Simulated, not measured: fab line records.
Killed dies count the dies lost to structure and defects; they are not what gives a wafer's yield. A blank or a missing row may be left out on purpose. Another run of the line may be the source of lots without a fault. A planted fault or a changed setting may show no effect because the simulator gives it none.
Which tool is to blame? | flow n5-finfet | 18 wafers from 6 lots sampled at 4 of the route's 1938 steps

## WHAT THE GAUGES SHOWED, per wafer
N5_BEOL_M9_RS_MEAS_57: measurement is done with a four-point probe.
lot  | measured     | on            | M9_RS (ohm/sq)
L593 | day 11 04:11 | film-metro-02 | 0.1544 0.1441 0.1450
L596 | day 12 05:25 | film-metro-01 | 0.1503 0.1479 0.1521
L597 | day 12 12:57 | film-metro-02 | 0.1516 0.1518 0.1500
L602 | day 13 09:23 | film-metro-01 | 0.1540 0.1524 0.1533
L609 | day 14 19:53 | film-metro-02 | 0.1556 0.1555 0.1574
L613 | day 16 17:51 | film-metro-02 | 0.1528 0.1520 0.1518

## EACH LOT AND THE TOOL THAT RAN IT (in order: tool; ch and the chambers of the sampled wafers; start)
lot  | N5_BEOL_M9_TRENCH_ETCH_37                     | N5_BEOL_M9_DEGAS_44          | N5_BEOL_M9_CVD_78
L593 | rie-diel-02 ch 0,3, day 11 02:18 or earlier   | pvd-sputter-03, day 11 02:18 | cvd-co-01 ch 0,2, day 11 02:48
L596 | rie-diel-02 ch 0,1,2, day 12 03:07 or earlier | pvd-sputter-02, day 12 03:07 | cvd-co-01 ch 0,1, day 12 03:40
L597 | rie-diel-03 ch 1,2,3, day 12 11:10 or earlier | pvd-sputter-01, day 12 11:10 | cvd-co-01 ch 0,2, day 12 11:45
L602 | rie-diel-04 ch 1,2, day 13 07:46 or earlier   | pvd-sputter-02, day 13 07:46 | cvd-co-01 ch 1,2, day 13 08:17
L609 | rie-diel-04 ch 1,2,3, day 14 17:19 or earlier | pvd-sputter-01, day 14 17:19 | cvd-co-02 ch 1,2, day 14 18:01
L613 | rie-diel-02 ch 0,1, day 16 14:36 or earlier   | pvd-sputter-01, day 16 14:36 | cvd-co-01 ch 0,2, day 16 15:24
- N5_BEOL_M9_TRENCH_ETCH_37: etches SiCOH lowk in C4F6/O2, target depth 151.43 nm, time 49 s.
- N5_BEOL_M9_DEGAS_44: time 60 s.
- N5_BEOL_M9_CVD_78: deposits Co from CCTBA/H2, target thk 2 nm, time 138.9 s.

## THE ANSWER, worked out from the rows above alone
Rule: what is usual is taken from the lots themselves. Put in order of their means at a reading, lots are off if they are a third of the lots or fewer, leave a main group of 4 or more, and stand apart from it by a gap of 3 or more times the standard deviation of the main group's means; of several such gaps the widest counts. If all means in a main group match to the digits the tables above print for the reading, that group is not used. Also off: a lot with no number at a reading for which 4 or more lots have one. Any other lot the step has rows for is counted as sound.
Nothing can be told from this: no lot is off at any reading shown.

## WHAT THE SIMULATOR HAD INSERTED
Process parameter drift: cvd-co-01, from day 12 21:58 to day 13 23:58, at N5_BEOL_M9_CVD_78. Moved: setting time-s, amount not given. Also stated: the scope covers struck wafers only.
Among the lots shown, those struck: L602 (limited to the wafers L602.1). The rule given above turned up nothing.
